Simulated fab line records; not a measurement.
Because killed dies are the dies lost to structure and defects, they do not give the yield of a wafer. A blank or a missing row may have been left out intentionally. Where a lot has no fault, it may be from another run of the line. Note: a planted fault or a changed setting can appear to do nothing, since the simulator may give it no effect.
What tool caused it? ; flow n5Finfet ; 13 lots with 39 wafers sampled at 3 steps, on a route of 1938 steps

## WHAT THE GAUGES SHOWED, per wafer
No reading from a measuring or inspecting step in the record can be judged against a usual standard deviation.

## WHAT TOOL EACH LOT RAN ON (gives the tool, then ch and the chambers of the sampled wafers, and finally the start)
lot;N5_HKMG_FIN_ALD_91;N5_PASSIVATION_DEGAS_18;N5_PASSIVATION_PROBE_49
L702;aldMetal-02 ch 0,1,2, day 4 04:29;pvdSputter-03, day 11 23:07;-
L703;aldMetal-02 ch 0,2, day 4 13:49;pvdSputter-02, day 12 13:40;-
L704;aldMetal-02 ch 0,2,3, day 4 20:10;pvdSputter-02, day 12 14:05;-
L707;aldMetal-03 ch 0,2,3, day 5 09:59;pvdSputter-03, day 13 17:19;prober-01, day 13 23:29
L708;aldMetal-03 ch 0,2,3, day 5 21:57;pvdSputter-03, day 13 17:59;-
L709;aldMetal-03 ch 0,2,3, day 5 23:29;pvdSputter-01, day 13 19:55;-
L710;aldMetal-02 ch 0,1,3, day 6 06:37;pvdSputter-03, day 14 02:42;-
L712;aldMetal-02 ch 0,1,3, day 6 16:23;pvdSputter-03, day 13 16:46;-
L714;aldMetal-02 ch 0,1,2, day 7 04:20;pvdSputter-01, day 15 00:32;-
L716;aldMetal-02 ch 2,3, day 7 13:43;pvdSputter-02, day 15 12:53;prober-01, day 15 19:21
L721;aldMetal-03 ch 0,2,3, day 8 21:53;pvdSputter-03, day 16 16:59;-
L723;aldMetal-03 ch 0,1,3, day 9 11:34;pvdSputter-03, day 16 13:50;-
L724;aldMetal-01 ch 1,2,3, day 9 15:09;pvdSputter-03, day 17 11:11;-
- N5_HKMG_FIN_ALD_91: deposits TiN, target thk 1 nm, pulse time 1 s, purge time 3 s.
- N5_PASSIVATION_DEGAS_18: time 60 s.
- N5_PASSIVATION_PROBE_49

## WHAT THE TOOLS THEMSELVES READ (means of the sampled wafers that have a number; where no wafer has one, the mark that the record gives instead)
N5_HKMG_FIN_ALD_91.
lot;tool;heaterPowerOuterW (W);heaterPowerW (W);precursorPulseHeightRel
L702;aldMetal-02;554;905;0.977
L703;aldMetal-02;556;893;1.032
L704;aldMetal-02;588;915;1.008
L707;aldMetal-03;549;903;1.006
L708;aldMetal-03;549;902;0.990
L709;aldMetal-03;556;923;0.984
L710;aldMetal-02;574;912;1.001
L712;aldMetal-02;571;925;1.001
L714;aldMetal-02;558;907;1.010
L716;aldMetal-02;600;957;0.995
L721;aldMetal-03;555;920;1.004
L723;aldMetal-03;526;864;1.014
L724;aldMetal-01;565;924;0.988

N5_PASSIVATION_DEGAS_18.
lot;tool;heaterPowerW (W)
L702;pvdSputter-03;410
L703;pvdSputter-02;438
L704;pvdSputter-02;460
L707;pvdSputter-03;392
L708;pvdSputter-03;408
L709;pvdSputter-01;437
L710;pvdSputter-03;412
L712;pvdSputter-03;411
L714;pvdSputter-01;381
L716;pvdSputter-02;445
L721;pvdSputter-03;422
L723;pvdSputter-03;397
L724;pvdSputter-03;424

N5_PASSIVATION_PROBE_49.
lot;tool;defectLimitedYield (%);killed_at_M0_to_M3;killed_at_M4_up;killedAtContacts;killedAtFrontEnd;killedAtOther;killedDies;killedOnRim;killedOpen;killedShort;sort_bin_5_function (%);sort_bin_6_memory (%);sortNPass;sortYieldPct (%)
L707;prober-01;92.5;31;11;6;40;0.0;88;15;55;32;4.2;3.1;1092;92.5
L716;prober-01;89.2;28;11;13;71;4.0;127;19;72;28;6.0;3.8;1053;89.2

## THE ANSWER, worked out from the rows above alone
Rule: the usual values come from the lots themselves. The widest of any qualifying gaps counts: lots, ordered by their means at a reading, are off when they make up no more than a third of the lots, leave a main group of 4 or more, and stand apart from it by 3 or more times the standard deviation of that group's means. A main group whose means are all the same, to the digits that the tables above print for the reading, isn't used. A lot without any number at a reading at which 4 lots or more have one is off too. All remaining lots with rows at the step are treated as sound. The gauges are gone through in route order, then the tools' own readings, and for those a lot's mean is taken as printed above. The first step at which some lot is off is used, and at that step the reading that is off furthest; a lot without a number counts as furthest.
No lot is off on any of the readings shown, so nothing can be concluded from this.

## WHAT HAD BEEN PUT IN BY THE SIMULATOR
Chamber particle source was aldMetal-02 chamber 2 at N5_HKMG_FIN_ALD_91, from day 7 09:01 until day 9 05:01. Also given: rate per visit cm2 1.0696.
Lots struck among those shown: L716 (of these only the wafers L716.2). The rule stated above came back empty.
